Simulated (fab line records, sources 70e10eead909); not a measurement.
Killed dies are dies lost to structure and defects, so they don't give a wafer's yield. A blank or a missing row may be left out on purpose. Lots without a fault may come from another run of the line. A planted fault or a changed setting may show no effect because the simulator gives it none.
fab line records | flow nand_harc
record lots=6 wafers=17 last_day=32
route steps=1302 shown A_SLIT@944 A_SIN_REMOVE@947 A_WL_FILL@952 END@1302
lots that met no fault: from a run of the same line without faults
start_h: hours from the record's first day to the start of the lot's first wafer shown | wait_h: hours since the lot's step before | " the same as in the row above | L1.1+2: a row that stands for several wafers | - no value, or no start given | * or withheld: withheld | < > ~ a bound
route shown NAME@n: a module of which the file shows steps, and the number in the route of the first | usual: mean/standard deviation of fault-free wafers | same: alike in all rows | chamber/n: place in a boat | sites: the reading at each site | _std_site: their standard deviation | _edge_site: outer sites' mean less inner sites' | radius_mm: how far each site lies from the wafer's centre | mask NAME#n: copy n | behind: the tool/chamber that last shaped the wafer | hold: why the lot was held/for how many hours/how that ended | device: the transistor (n, p or np) that didn't switch | end of line: the same wafers' tests at the end of the route | a step without rows: its recipe alone | killed: dies lost to structure and defects at the first sort, not the wafer's yield | map: a wafer's dies, x killed, . not, _ none there
set.NAME: the setting as run; set.NAME@STEP: as run at that earlier step | model.NAME: the simulator's own value behind a step, which no gauge read
lots at some steps of the route; a table a step, a row a wafer
services: from which hour (start_h, from the record's first day; less than 0 if before it) a tool's chamber was out of use, for how many hours, and why
## steps
# step NHARC_A_SLIT_PRECLEAN_19
# recipe time_s=* temp_c=50 bath_age_min=0 chemistry=SC1
# step NHARC_A_SLIT_SRD_20
# step NHARC_A_SLIT_CD_MEAS_21
# usual cd_nm=289.7/0.92
# columns lot.wafer tool chamber start_h wait_h cd_nm
L403.1 cd_sem-01 - 466.16 - 291.2
L403.4 " - " " 290.8
L403.6 " - " " 291.2
L412.3 cd_sem-01 - 560.63 - 288.8
L412.4 " - " " 289.8
L412.5 " - " " 289.3
L411.2 cd_sem-02 - 564.28 - 290.8
L411.4 " - " " 290.6
L419.2 cd_sem-02 - 628.61 - 289.1
L419.4 " - " " 288.5
L419.6 " - " " 288.5
L420.1 cd_sem-03 - 640.29 - 290.8
L420.2 " - " " 289.8
L420.6 " - " " 290.6
L421.1 cd_sem-02 - 656.04 - 291.2
L421.2 " - " " 290.8
L421.4 " - " " 290.0
# step NHARC_A_SIN_REMOVE_WET_00
# recipe temp_c=160 time_s=15300 chemistry=H3PO4
# step NHARC_A_SIN_REMOVE_PRECLEAN_01
# recipe time_s=* temp_c=50 bath_age_min=0 chemistry=SC1
# step NHARC_A_SIN_REMOVE_SRD_02
# step NHARC_A_SIN_REMOVE_INSPECT_04
# usual raw_defect_count=364/75
# columns lot.wafer tool chamber start_h wait_h raw_defect_count
L403.1 defect_inspect-01 - 472.11 0.0 306
L403.4 " - " " 373
L403.6 " - " " 285
L412.3 defect_inspect-02 - 567.23 0.0 382
L412.4 " - " " 497
L412.5 " - " " 446
L411.2 defect_inspect-01 - 570.90 0.0 287
L411.4 " - " " 329
L419.2 defect_inspect-01 - 635.14 0.0 372
L419.4 " - " " 368
L419.6 " - " " 341
L420.1 defect_inspect-01 - 646.87 0.0 273
L420.2 " - " " 296
L420.6 " - " " 350
L421.1 defect_inspect-02 - 662.68 0.0 433
L421.2 " - " " 431
L421.4 " - " " 509
# step NHARC_A_WL_FILL_ALD_00
# recipe target_thk_a=30 pulse_time_s=3 ald_cycles=30 temp_c=300 material=Al2O3
# usual heater_power_w=488/39 precursor_pulse_height_rel=0.999/0.019
# columns lot.wafer tool chamber start_h wait_h heater_power_w precursor_pulse_height_rel
L403.1 ald_hk-02 1 472.17 0.1 473 0.994
L403.4 " 3 " " 396 0.969
L403.6 " 1 " " 479 1.006
L412.4 ald_hk-01 2 567.30 0.1 533 0.983
L412.3 " 3 " " 482 0.986
L412.5 " 2 " " 519 1.018
L411.4 ald_hk-03 3 570.99 0.1 572 1.007
L411.2 " 1 " " 482 1.033
L419.4 ald_hk-01 3 635.26 0.1 491 1.009
L419.2 " 0 " " 458 1.003
L419.6 " 2 " " 536 1.013
L420.2 ald_hk-01 2 646.94 0.1 543 0.998
L420.1 " 1 " " 440 0.974
L420.6 " 3 " " 491 1.024
L421.1 ald_hk-03 3 662.90 0.2 518 0.997
L421.2 " 1 " " 474 1.008
L421.4 " 2 " " 510 0.967
# step NHARC_A_WL_FILL_RTA_01
# recipe temp_c=1000 time_s=5
# usual lamp_power_pct=30.4/1.4 lamp_zone_3_pct=30.4/1.4 wafer_temp_C_max=1008.3/1.4
# columns lot.wafer tool chamber start_h wait_h lamp_power_pct lamp_zone_3_pct wafer_temp_C_max
L403.1 rtp_anneal-02 0 472.43 - 29.0 29.1 1008.1
L403.4 " 0 " " 29.1 29.0 1006.9
L403.6 " 0 " " 29.0 29.0 1007.8
L412.3 rtp_anneal-02 0 567.75 - 29.1 29.0 1008.0
L412.4 " 0 " " 29.0 29.1 1007.0
L412.5 " 0 " " 29.0 29.0 1009.2
L411.2 rtp_anneal-02 0 571.25 - 29.0 29.0 1007.8
L411.4 " 0 " " 29.1 29.1 1010.5
L419.2 rtp_anneal-01 0 635.50 - 31.9 31.9 1008.2
L419.4 " 0 " " 31.9 32.0 1011.6
L419.6 " 0 " " 31.9 32.0 1007.6
L420.1 rtp_anneal-02 0 647.21 - 29.0 29.0 1008.8
L420.2 " 0 " " 29.1 29.0 1011.7
L420.6 " 0 " " 29.0 29.0 1009.0
L421.1 rtp_anneal-01 0 663.16 - 31.9 31.9 1006.6
L421.2 " 0 " " 32.0 31.9 1007.1
L421.4 " 0 " " 31.9 32.0 1009.8
# step NHARC_A_WL_FILL_ALD_02
# recipe target_thk_a=20 pulse_time_s=3 ald_cycles=100 temp_c=450 material=TiN
# step NHARC_A_WL_FILL_CVD_03
# recipe target_thk_a=400 temp_c=300 pressure_torr=40 wf6_flow_sccm=40 h2_flow_sccm=1600 ar_flow_sccm=1560 time_s=279 material=W
# usual heater_power_w=461/14 throttle_valve_pct=8.0/0.36
# columns lot.wafer tool chamber start_h wait_h heater_power_w throttle_valve_pct
L403.1 cvd_w-01 1 473.14 0.1 473 8.1
L403.4 " 1 " " 480 8.0
L403.6 " 0 " " 434 7.5
L412.4 cvd_w-02 1 568.45 0.2 455 7.8
L412.3 " 0 " " 448 8.1
L412.5 " 0 " " 473 8.0
L411.2 cvd_w-02 0 571.92 0.1 459 8.4
L411.4 " 0 " " 461 8.5
L419.2 cvd_w-01 1 636.19 0.1 472 8.0
L419.4 " 1 " " 477 8.2
L419.6 " 1 " " 481 8.1
L420.1 cvd_w-01 0 647.86 0.1 443 7.4
L420.2 " 1 " " 485 7.9
L420.6 " 1 " " 470 8.2
L421.2 cvd_w-02 1 663.82 0.1 460 7.6
L421.1 " 0 " " 436 8.4
L421.4 " 1 " " 453 7.7
# step NHARC_A_WL_FILL_ETCHBACK_04
# recipe target_depth_a=600 time_s=120 chemistry=NF3
# usual drypump_motor_current_A=5.6/0.37 oes_product_au=1.001/0.012
# columns lot.wafer tool chamber start_h wait_h drypump_motor_current_A oes_product_au rf_hours_counter_h
L403.1 rie_metal-02 1 473.45 0.3 5.6 0.991 0.1
L403.4 " 1 " " 5.6 1.012 -
L403.6 " 0 " " 5.8 0.991 -
L412.4 rie_metal-03 1 568.79 0.3 6.2 1.017 -
L412.3 " 0 " " 5.9 1.015 -
L412.5 " 0 " " 5.9 1.008 -
L411.2 rie_metal-01 0 572.25 0.3 5.7 0.999 2.8
L411.4 " 1 " " 5.0 0.979 -
L419.2 rie_metal-01 1 636.51 0.3 5.0 1.010 0.5
L419.4 " 1 " " 5.0 1.000 -
L419.6 " 1 " " 5.0 1.006 -
L420.1 rie_metal-02 0 648.23 0.3 5.8 0.997 0.2
L420.2 " 1 " " 5.6 1.004 0.2
L420.6 " 0 " " 5.8 0.999 -
L421.1 rie_metal-02 1 664.19 0.3 5.6 1.003 0.7
L421.2 " 0 " " 5.8 0.997 0.7
L421.4 " 0 " " 5.8 1.001 -
# step NHARC_A_WL_FILL_ETCHBACK_05
# recipe target_depth_a=220 time_s=60 temp_c=40 chemistry=Cl2/BCl3
# usual drypump_motor_current_A=5.6/0.37 oes_product_au=1.001/0.013
# columns lot.wafer tool chamber start_h wait_h drypump_motor_current_A oes_product_au rf_hours_counter_h
L403.1 rie_metal-02 0 473.71 0.2 5.8 0.998 0.2
L403.4 " 1 " " 5.6 0.994 -
L403.6 " 0 " " 5.8 0.993 -
L412.3 rie_metal-03 1 568.99 0.1 6.2 1.024 -
L412.4 " 0 " " 5.9 1.005 -
L412.5 " 1 " " 6.3 1.030 -
L411.2 rie_metal-01 1 572.50 0.2 5.0 0.972 3.0
L411.4 " 0 " " 5.7 1.008 -
L419.2 rie_metal-01 0 636.75 0.2 5.7 1.002 0.7
L419.4 " 0 " " 5.7 1.000 -
L419.6 " 0 " " 5.7 1.005 -
L420.1 rie_metal-02 0 648.48 0.2 5.8 1.001 0.4
L420.2 " 1 " " 5.6 1.009 0.4
L420.6 " 1 " " 5.6 1.021 -
L421.1 rie_metal-02 1 664.44 0.2 5.6 1.009 0.8
L421.2 " 0 " " 5.8 0.987 0.8
L421.4 " 1 " " 5.6 1.012 -
# step NHARC_A_WL_FILL_STRIP_27
# recipe power_w=1500 temp_c=250 time_s=20 chemistry=N2/H2
# step NHARC_A_WL_FILL_STRIP_28
# recipe time_s=1200 temp_c=72.5 chemistry=post_etch_residue_remover
# step NHARC_A_WL_FILL_PRECLEAN_06
# recipe time_s=300 chemistry=DIW
# step NHARC_A_WL_FILL_SRD_07
# step NHARC_A_WL_FILL_ANNEAL_08
# recipe temp_c=450 time_s=1800
# step NHARC_A_WL_FILL_ALD_10
# recipe target_thk_a=500 pulse_time_s=10 ald_cycles=500 temp_c=300 material=SiO2
# usual heater_power_w=473/48 precursor_pulse_height_rel=1.000/0.02
# columns lot.wafer tool chamber start_h wait_h hold heater_power_w precursor_pulse_height_rel
L403.4 ald_hk-02 0 479.74 0.6 - 391 1.026
L403.1 " 2 480.78 1.6 - 474 1.002
L403.6 " 3 " " - 396 1.010
L412.3 ald_hk-01 3 577.69 3.0 await_dispo/1.6h/release 473 1.010
L412.4 " 0 " " await_dispo/1.6h/release 452 0.973
L412.5 " 3 579.74 5.0 await_dispo/1.6h/release 483 0.976
L411.4 ald_hk-01 3 583.53 4.0 await_dispo/2.8h/release 491 1.023
L411.2 " 0 " " await_dispo/2.8h/release 466 1.004
L419.2 ald_hk-02 1 639.52 0.1 - 458 0.963
L419.4 " 2 " " - 482 0.991
L419.6 " 2 642.15 2.7 - 478 1.005
L420.2 ald_hk-01 0 654.02 0.1 - 457 0.976
L420.1 " 3 655.56 1.6 - 493 0.982
L420.6 " 0 " " - 465 0.988
L421.4 ald_hk-02 0 669.52 0.1 - 390 0.990
L421.1 " 2 670.57 1.2 - 480 1.000
L421.2 " 3 " " - 426 0.998
# step NHARC_END_SORT_01
# recipe temp_c=25
# usual killed_at_array=55/12 killed_at_other=1.0/1.2 killed_at_periphery=3.9/2.6 killed_dies=60/12 killed_open=3.3/1.9 killed_short=2.5/1.8
# same gross_dies=677
# columns lot.wafer tool chamber start_h wait_h hold killed_at_array killed_at_other killed_at_periphery killed_dies killed_open killed_short
L403.1 prober-01 0 563.49 2.5 - 51 0 6 57 1 1
L403.4 prober-01 0 565.86 3.4 - 57 0 3 60 3 5
L403.6 prober-01 0 567.44 3.9 - 49 0 6 55 2 2
L412.3 prober-01 0 665.76 3.1 await_dispo/3.0h/release 191 0 4 195 4 7
L412.4 prober-01 0 666.56 3.4 await_dispo/3.0h/release 43 3 5 51 3 3
L412.5 prober-01 0 667.37 3.7 await_dispo/3.0h/release 145 1 1 147 1 6
L411.2 prober-02 0 686.40 2.8 await_dispo/4.8h/release 290 0 7 297 7 3
L411.4 prober-02 0 688.00 3.4 await_dispo/4.8h/release 232 2 1 235 4 0
L419.2 prober-02 0 730.02 2.8 - 49 0 8 57 1 2
L419.4 prober-02 0 731.63 3.4 - 61 0 3 64 5 4
L419.6 prober-02 0 733.23 4.0 - 47 0 5 52 3 1
L420.1 prober-02 0 745.08 2.5 - 46 2 3 51 6 7
L420.2 prober-02 0 745.90 2.8 - 35 0 1 36 0 2
L420.6 prober-02 0 749.16 4.1 - 39 0 0 39 3 1
L421.1 prober-01 0 762.34 2.5 - 52 0 6 58 4 1
L421.2 prober-01 0 763.15 2.8 - 62 1 4 67 3 4
L421.4 prober-01 0 764.76 3.4 - 52 1 7 60 3 3
# killed by level:class
L403.1 A_CHANNEL_HOLE_D1:chamber_film_flake=28 A_CONTACT:chamber_film_flake=11 A_CHANNEL_HOLE_D2:chamber_film_flake=7 P_M1:chamber_film_flake=2 P_BONDPAD:chamber_film_flake=2 A_STAIRCASE:chamber_film_flake=2 A_WL_FILL:chamber_film_flake=2 P_M0:geometric_particle:open=1
L403.4 A_CHANNEL_HOLE_D1:chamber_film_flake=28 A_CHANNEL_HOLE_D2:chamber_film_flake=9 A_CONTACT:chamber_film_flake=6 A_STAIRCASE:chamber_film_flake=4 A_WL_FILL:chamber_film_flake=2 P_CONTACT:geometric_particle:short=1 P_M1:geometric_particle:short=1 A_SOURCE_PLATE:geometric_particle:short=1
L403.6 A_CHANNEL_HOLE_D1:chamber_film_flake=28 A_CONTACT:chamber_film_flake=10 A_CHANNEL_HOLE_D2:chamber_film_flake=4 P_BONDPAD:chamber_film_flake=3 A_STAIRCASE:chamber_film_flake=3 P_M1:chamber_film_flake=2 P_STI:geometric_particle:short=1 A_ONON_D1:geometric_particle:open=1
L412.3 A_WL_FILL:area_cvd=139 A_SLIT:chamber_film_flake=35 A_CHANNEL_HOLE_D1:chamber_film_flake=4 A_ONON_D2:geometric_particle:short=2 P_STI:chamber_film_flake=2 A_DECK1_JOINT:chamber_film_flake=2 P_STI:geometric_particle:short=1 P_GATE:geometric_particle:short=1
L412.4 A_SLIT:chamber_film_flake=28 A_CHANNEL_HOLE_D1:chamber_film_flake=4 THIN_TSV:chamber_film_flake=3 P_M1:chamber_film_flake=3 A_WL_FILL:chamber_film_flake=3 A_CHANNEL_HOLE_D2:chamber_film_flake=2 A_SOURCE_PLATE:geometric_particle:short=1 A_ONON_D1:geometric_particle:open=1
L412.5 A_WL_FILL:area_cvd=102 A_SLIT:chamber_film_flake=30 A_CHANNEL_HOLE_D1:chamber_film_flake=2 A_ONON_D1:geometric_particle:open=1 A_ONON_D1:geometric_particle:short=1 A_CHANNEL_FILL_D1:geometric_particle:short=1 A_ONON_D2:geometric_particle:short=1 A_SGD_CUT:geometric_particle:short=1
L411.2 A_WL_FILL:area_cvd=225 A_CHANNEL_HOLE_D1:chamber_film_flake=24 A_CHANNEL_HOLE_D2:chamber_film_flake=14 A_CONTACT:chamber_film_flake=10 A_ZERO_WELL:chamber_film_flake=4 A_SLIT:chamber_film_flake=4 P_GATE:geometric_particle:open=2 A_CHANNEL_FILL_D2:geometric_particle:short=2
L411.4 A_WL_FILL:area_cvd=178 A_CHANNEL_HOLE_D1:chamber_film_flake=32 A_CHANNEL_HOLE_D2:chamber_film_flake=12 A_CHANNEL_FILL_D1:geometric_particle:open=2 THIN_TSV:chamber_film_flake=2 A_CONTACT:chamber_film_flake=2 A_CHANNEL_FILL_D2:geometric_particle:open=1 A_SGD_CUT:geometric_particle:open=1
L419.2 A_SLIT:chamber_film_flake=34 A_CHANNEL_HOLE_D1:chamber_film_flake=8 P_M1:chamber_film_flake=6 A_CONTACT:chamber_film_flake=4 P_M1:geometric_particle:short=1 A_ONON_D2:geometric_particle:short=1 A_WL_FILL:geometric_particle:open=1 P_ZERO_WELL:chamber_film_flake=1
L419.4 A_SLIT:chamber_film_flake=33 A_CHANNEL_HOLE_D1:chamber_film_flake=11 A_STAIRCASE:chamber_film_flake=5 A_CONTACT:chamber_film_flake=3 A_ONON_D1:geometric_particle:short=2 P_M1:geometric_particle:open=1 P_M1:geometric_particle:short=1 A_ONON_D1:geometric_particle:open=1
L419.6 A_SLIT:chamber_film_flake=29 A_CHANNEL_HOLE_D1:chamber_film_flake=8 A_DECK1_JOINT:geometric_particle:open=3 P_M1:chamber_film_flake=3 A_CONTACT:chamber_film_flake=3 A_ONON_D1:geometric_particle:short=1 P_GATE:chamber_film_flake=1 P_CONTACT:chamber_film_flake=1
L420.1 A_CONTACT:chamber_film_flake=12 A_CHANNEL_HOLE_D1:chamber_film_flake=11 A_SLIT:chamber_film_flake=7 A_WL_FILL:geometric_particle:short=4 A_STAIRCASE:chamber_film_flake=4 P_M0:geometric_particle:open=2 A_DECK1_JOINT:geometric_particle:open=1 A_ONON_D2:geometric_particle:open=1
L420.2 A_CHANNEL_HOLE_D1:chamber_film_flake=14 A_CONTACT:chamber_film_flake=10 A_STAIRCASE:chamber_film_flake=4 A_SLIT:chamber_film_flake=3 A_DECK1_JOINT:geometric_particle:short=1 A_ONON_D2:geometric_particle:short=1 P_ZERO_WELL:chamber_film_flake=1 A_ZERO_WELL:chamber_film_flake=1
L420.6 A_CHANNEL_HOLE_D1:chamber_film_flake=12 A_CONTACT:chamber_film_flake=9 A_WL_FILL:chamber_film_flake=5 A_SLIT:chamber_film_flake=3 A_CHANNEL_HOLE_D2:chamber_film_flake=2 A_SGD_CUT:geometric_particle:open=1 A_WL_FILL:geometric_particle:short=1 A_WL_FILL:geometric_particle:open=1
L421.1 A_SLIT:chamber_film_flake=27 A_STAIRCASE:chamber_film_flake=9 A_CHANNEL_HOLE_D1:chamber_film_flake=8 P_STI:chamber_film_flake=2 A_DECK1_JOINT:chamber_film_flake=2 A_CONTACT:chamber_film_flake=2 P_GATE:geometric_particle:open=1 P_M1:geometric_particle:open=1
L421.2 A_SLIT:chamber_film_flake=32 A_CHANNEL_HOLE_D1:chamber_film_flake=9 A_STAIRCASE:chamber_film_flake=6 A_CONTACT:chamber_film_flake=4 P_ZERO_WELL:chamber_film_flake=3 A_ONON_D2:geometric_particle:short=2 A_WL_FILL:chamber_film_flake=2 A_ONON_D2:geometric_particle:open=1
L421.4 A_SLIT:chamber_film_flake=26 A_CHANNEL_HOLE_D1:chamber_film_flake=9 A_CONTACT:chamber_film_flake=5 A_STAIRCASE:chamber_film_flake=5 P_M1:chamber_film_flake=3 A_ZERO_WELL:chamber_film_flake=2 P_GATE:geometric_particle:short=1 P_GATE:geometric_particle:open=1
# map L411.2 (x killed, . not)
____________.____________
_________......._________
_______...x.x....._______
______.............______
_____xx......x......_____
____x.xxxx...x.......____
____x..xxx.xx........____
___.xx..x....x.x......___
___.x...xx.xxxxx..x...___
__.x.x.xxxxxxxxxx...x..__
__xxxxx.xxxxxx.x.......__
_xxxxxxxx.xxxxx.....x..._
_x..xxxxxxxx.xx.x...x..._
_..xxxxxx.xxx.x.x......._
_..xxxxxx.xxx.xxx......._
_x.xxxx.xxxxxxxx.x..x..._
x.xxxxxxxxxxxxxxx........
xx.x.xx.xxxxxxx.xx.......
xxxxxxxx.xxxx.xxxx.......
x....xx.xxxx.xxx.........
...xxx.xxxxxxx.x..x..x...
_xxxxxxxx..xxxxx..x....._
_.xx..xxxxx.x.xxx....x.._
_..xxx.xxxxxxxx....x..x._
_..x.x.xxx.xx.xx....x..._
_.......xxx.xx..xxxxxx.._
__....x.xxxx.xx.x.xx.xx__
__....xxx.x.x.....xxxxx__
___.x.xxx...xxx.x...x.___
___x..xx.x..........xx___
____...x.........x..x____
____..............xxx____
_____.......x.....x._____
______.............______
_______..........._______
_________....xx._________
____________.____________
# map L412.3 (x killed, . not)
____________x____________
_________xxxx.x._________
_______xxxxx..xxxx_______
______xxxx...x.xx..______
_____xxxxxx........._____
____xxx.xxx..x...xx.x____
____xxxx.x........x..____
___xxxxx.........x.xxx___
___xxxx..x.........x..___
__xxxxx.x............x.__
__xxxxxx...............__
_xxxxxx...............x._
_xxxxxx.......x.x......._
_xxxxxx.x..............._
_xxxxxxxx..............._
_xxxxxxxx..........x...._
xxxx.xxx.................
xxxx.xx.x................
xxxx.xx..................
xxx.xx...................
xx.xx..x.................
_xxx...................._
_xx...x................._
_xx.x..................._
_xxxxx.x................_
_xx..xx..x.............._
__xx.....x..x..........__
__xxxxx................__
___xxx...............x___
___xxx.x..............___
____xxx...x..........____
____xx...............____
_____xxxx..........._____
______x.........x..______
_______x.xx......._______
_________x......_________
____________x____________
## services
# columns tool chamber start_h hours kind
cvd_w-02 - 450.11 13.0 pm
rie_metal-02 - 454.07 9.0 pm
rie_metal-02 0 454.07 9.0 vent_cycle
rie_metal-02 1 454.07 9.0 vent_cycle
rie_metal-02 0 463.07 - clean
rie_metal-02 1 463.07 - clean
ald_hk-01 0 477.57 10.0 vent_cycle
ald_hk-01 1 477.57 10.0 vent_cycle
ald_hk-01 0 487.57 - clean
cvd_w-01 0 498.74 9.9 repair
rie_metal-03 - 519.00 9.0 pm
ald_hk-02 - 528.47 10.0 pm
cvd_w-02 1 533.44 13.9 repair
cvd_w-01 - 547.60 13.0 pm
ald_hk-03 - 572.19 10.0 pm
rie_metal-01 - 609.81 9.0 pm
rtp_anneal-02 - 612.78 2.9 repair
rie_metal-03 - 628.89 0.4 repair
rie_metal-02 - 631.07 9.0 pm
rie_metal-02 0 631.07 9.0 vent_cycle
rie_metal-02 1 631.07 9.0 vent_cycle
cvd_w-02 - 631.11 13.0 pm
rie_metal-02 0 640.07 - clean
rie_metal-02 1 640.07 - clean
## key
first_sign step=NHARC_END_SORT_01 reading=killed_at_array direction=up sigmas=13 usual=55 struck=214
effect step=NHARC_END_SORT_01 reading=killed_dies direction=up sigmas=13 usual=60 struck=218
more_kills_born_at NHARC_A_WL_FILL_CVD_03@cvd_w-02=644
met_at NHARC_A_WL_FILL_CVD_03
struck_wafers L411.2,L411.4,L412.3,L412.5
tester_left_out L411,L412
fault kind=process_parameter_drift tool=cvd_w-02 chamber=0 onset_h=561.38 steps=NHARC_A_WL_FILL_CVD_03 channel=target_thk_a offset=* shape=step end_h=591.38 acts_in=* stated=*
# tester_left_out: of these lots the tester's yield and bins aren't shown, on N5 and GAA mostly nor the transistor test; their killed dies are dies lost to structure and defects alone, not to doping, threshold or leakage, so they don't give the yield
